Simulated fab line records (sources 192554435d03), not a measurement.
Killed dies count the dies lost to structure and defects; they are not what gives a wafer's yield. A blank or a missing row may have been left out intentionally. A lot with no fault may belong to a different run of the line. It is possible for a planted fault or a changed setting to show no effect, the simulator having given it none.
Which tool was responsible? + flow n5_finfet + 14 lots with 42 wafers sampled at 4 steps, on a route of 1938 steps

== WHAT THE GAUGES SHOWED, per wafer ==
N5_WELL_APT_OVL_MEAS_09. Usual: NWELL_OVL gives -6 nm (standard deviation 8.4).
| lot  | measured    | on         | NWELL_OVL (nm) | flag |
|------|-------------|------------|----------------|------|
| L279 | day 1 13:44 | overlay-01 | -7 1 9         |      |
| L280 | day 1 19:40 | overlay-02 | -7 3 16        |      |
| L282 | day 2 07:35 | overlay-01 | -13 -22 -12    |      |
| L283 | day 2 13:36 | overlay-02 | -10 -9 -10     |      |
| L284 | day 2 19:35 | overlay-01 | -6 3 -5        |      |
| L285 | day 3 01:43 | overlay-01 | -3 -5 -4       |      |
| L286 | day 3 07:50 | overlay-01 | -5 -10 -4      |      |
| L287 | day 3 13:43 | overlay-02 | 3 4 -12        |      |
| L289 | day 4 02:03 | overlay-02 | -15 -15 -9     |      |
| L290 | day 4 07:43 | overlay-01 | -6 -14 -13     |      |
| L298 | day 6 07:47 | overlay-02 | -8 -8 -10      |      |
| L300 | day 6 19:56 | overlay-02 | -1 3 7         |      |
| L301 | day 7 02:01 | overlay-02 | -14 -8 -3      |      |
| L302 | day 7 07:50 | overlay-02 | -3 2 -2        |      |

N5_WELL_APT_CD_MEAS_25: target cd 200 nm. Usual: 198.0 nm for cd_nm, sd 2.5.
| lot  | measured    | on        | cd_nm (nm)        | flag |
|------|-------------|-----------|-------------------|------|
| L279 | day 1 14:59 | cd_sem-01 | 203.2 198.8 199.6 |      |
| L280 | day 1 20:54 | cd_sem-01 | 198.2 197.4 199.4 |      |
| L282 | day 2 08:50 | cd_sem-01 | 194.8 200.1 195.2 |      |
| L283 | day 2 14:52 | cd_sem-03 | 197.6 196.4 197.3 |      |
| L284 | day 2 21:08 | cd_sem-02 | 192.9 195.8 195.5 |      |
| L285 | day 3 03:21 | cd_sem-03 | 199.6 196.6 199.2 |      |
| L286 | day 3 09:04 | cd_sem-02 | 194.9 197.0 193.8 |      |
| L287 | day 3 17:38 | cd_sem-02 | 197.2 194.5 197.4 |      |
| L289 | day 4 03:10 | cd_sem-03 | - - -             | OFF  |
| L290 | day 4 08:59 | cd_sem-02 | - - -             | OFF  |
| L298 | day 6 09:38 | cd_sem-02 | 198.1 196.5 194.3 |      |
| L300 | day 6 21:01 | cd_sem-01 | 200.7 198.8 197.9 |      |
| L301 | day 7 03:14 | cd_sem-02 | 200.1 199.0 198.7 |      |
| L302 | day 7 08:55 | cd_sem-02 | 197.0 196.4 192.5 |      |

== EACH LOT AND THE TOOL THAT RAN IT (in order: tool; ch and the chambers of the sampled wafers; start) ==
| lot  | N5_WELL_APT_DESCUM_13             | N5_WELL_APT_DEVELOP_24           |
|------|-----------------------------------|----------------------------------|
| L279 | rie_diel-03 ch 0,1,3, day 1 13:47 | litho_track-01 ch 0, day 1 14:52 |
| L280 | rie_diel-01 ch 0,1,3, day 1 19:43 | litho_track-04 ch 0, day 1 20:47 |
| L282 | rie_diel-05 ch 0,2,3, day 2 07:40 | litho_track-05 ch 0, day 2 08:43 |
| L283 | rie_diel-01 ch 1,3, day 2 13:40   | litho_track-05 ch 0, day 2 14:46 |
| L284 | rie_diel-01 ch 1,2, day 2 19:42   | litho_track-05 ch 0, day 2 21:02 |
| L285 | rie_diel-03 ch 0,1,3, day 3 01:56 | litho_track-01 ch 0, day 3 03:14 |
| L286 | rie_diel-03 ch 0,1, day 3 07:54   | litho_track-05 ch 0, day 3 08:58 |
| L287 | rie_diel-03 ch 0,3, day 3 13:49   | litho_track-05 ch 0, day 3 17:31 |
| L289 | rie_diel-03 ch 0,1,3, day 4 02:08 | litho_track-01, day 4 03:04      |
| L290 | rie_diel-01 ch 2,3, day 4 07:48   | litho_track-05, day 4 08:52      |
| L298 | rie_diel-05 ch 0,1,2, day 6 08:35 | litho_track-04 ch 0, day 6 09:31 |
| L300 | rie_diel-03 ch 0,2, day 6 19:59   | litho_track-01 ch 0, day 6 20:55 |
| L301 | rie_diel-03 ch 1,2,3, day 7 02:11 | litho_track-01 ch 0, day 7 03:07 |
| L302 | rie_diel-01 ch 1,2, day 7 07:53   | litho_track-05 ch 0, day 7 08:49 |
- N5_WELL_APT_DESCUM_13: chemistry O2, time 7.9 s.
- N5_WELL_APT_DEVELOP_24: develop time 45 s.

== WHAT THE TOOLS THEMSELVES READ (means of the sampled wafers that have a number; where no wafer has one, the mark that the record gives instead) ==
N5_WELL_APT_DESCUM_13. Usual: drypump_motor_current_A 5.5 A, standard deviation 0.4; oes_product_au 0.77 a.u., standard deviation 0.086; rf_fwd_power_W 49.65 W, standard deviation 0.16; rf_vpp_V 243.1 V, standard deviation 1.7; showerhead_plenum_p_Torr 2.09 Torr, standard deviation 0.099; throttle_valve_pct 20.54 %, standard deviation 0.3.
| lot  | tool        | drypump_motor_current_A (A) | oes_product_au (a.u.) | rf_fwd_power_W (W) | rf_vpp_V (V) | showerhead_plenum_p_Torr (Torr) | throttle_valve_pct (%) | flag |
|------|-------------|-----------------------------|-----------------------|--------------------|--------------|---------------------------------|------------------------|------|
| L279 | rie_diel-03 | 5.3                         | 0.79                  | 49.50              | 242.4        | 2.06                            | 20.49                  |      |
| L280 | rie_diel-01 | 5.5                         | 0.75                  | 49.63              | 243.9        | 2.16                            | 20.58                  |      |
| L282 | rie_diel-05 | 5.6                         | 0.70                  | 49.76              | 243.6        | 2.11                            | 20.50                  |      |
| L283 | rie_diel-01 | 5.4                         | 0.79                  | 49.80              | 243.1        | 2.15                            | 20.37                  |      |
| L284 | rie_diel-01 | 5.3                         | 0.72                  | 49.76              | 243.5        | 2.13                            | 20.89                  |      |
| L285 | rie_diel-03 | 5.3                         | 0.77                  | 49.53              | 243.0        | 2.06                            | 20.51                  |      |
| L286 | rie_diel-03 | 5.3                         | 0.75                  | 49.69              | 242.6        | 1.99                            | 20.66                  |      |
| L287 | rie_diel-03 | 5.5                         | 0.79                  | 49.73              | 243.2        | 2.07                            | 20.63                  |      |
| L289 | rie_diel-03 | 5.3                         | 0.75                  | 49.54              | 242.3        | 2.06                            | 20.52                  |      |
| L290 | rie_diel-01 | 5.8                         | 0.75                  | 49.54              | 241.6        | 2.06                            | 20.80                  |      |
| L298 | rie_diel-05 | 5.3                         | 0.80                  | 49.71              | 243.3        | 2.09                            | 20.48                  |      |
| L300 | rie_diel-03 | 5.7                         | 0.81                  | 49.72              | 243.1        | 2.07                            | 20.59                  |      |
| L301 | rie_diel-03 | 5.5                         | 0.80                  | 49.60              | 244.1        | 2.13                            | 20.33                  |      |
| L302 | rie_diel-01 | 5.6                         | 0.69                  | 49.61              | 241.9        | 2.06                            | 21.05                  |      |

N5_WELL_APT_DEVELOP_24. Usual: chill_plate_temp_C 22.99 C, standard deviation 0.1; exhaust_pa 44.8 Pa, standard deviation 0.98.
| lot  | tool           | chill_plate_temp_C (C) | exhaust_pa (Pa) | flag |
|------|----------------|------------------------|-----------------|------|
| L279 | litho_track-01 | 23.07                  | 44.9            |      |
| L280 | litho_track-04 | 22.98                  | 44.3            |      |
| L282 | litho_track-05 | 22.97                  | 45.2            |      |
| L283 | litho_track-05 | 22.98                  | 44.2            |      |
| L284 | litho_track-05 | 23.12                  | 44.0            |      |
| L285 | litho_track-01 | 22.85                  | 44.4            |      |
| L286 | litho_track-05 | 23.01                  | 44.5            |      |
| L287 | litho_track-05 | 23.09                  | 44.0            |      |
| L289 | litho_track-01 | -                      | -               | OFF  |
| L290 | litho_track-05 | -                      | -               | OFF  |
| L298 | litho_track-04 | 22.97                  | 44.6            |      |
| L300 | litho_track-01 | 22.90                  | 45.7            |      |
| L301 | litho_track-01 | 22.93                  | 44.6            |      |
| L302 | litho_track-05 | 23.02                  | 46.0            |      |

== THE ANSWER, worked out from the rows above alone ==
Rule: a lot is off if the mean of its wafers that have a number lies more than 3 standard deviations from the usual mean. A lot without any number at a reading at which 4 lots or more have one is off too. Any other lot the step has rows for is counted as sound. First the gauges in route order, then the tools' own readings, where a lot's mean is used as printed above. The first step at which some lot is off is used, and at that step the reading that is off furthest; a lot without a number counts as furthest.
Off: L289, L290, at N5_WELL_APT_CD_MEAS_25 (cd_nm). Without a number there: L289, L290.
A tool fits if, at a process step before that reading, it ran every lot that is off, and no sound lot after the first of them. The gauges at N5_WELL_APT_CD_MEAS_25 aren't tried: what is off there is off at N5_WELL_APT_DEVELOP_24 too, on other tools, and a gauge's error can't cause that. Not one of the candidates tried fits.

== WHAT HAD BEEN PUT IN BY THE SIMULATOR ==
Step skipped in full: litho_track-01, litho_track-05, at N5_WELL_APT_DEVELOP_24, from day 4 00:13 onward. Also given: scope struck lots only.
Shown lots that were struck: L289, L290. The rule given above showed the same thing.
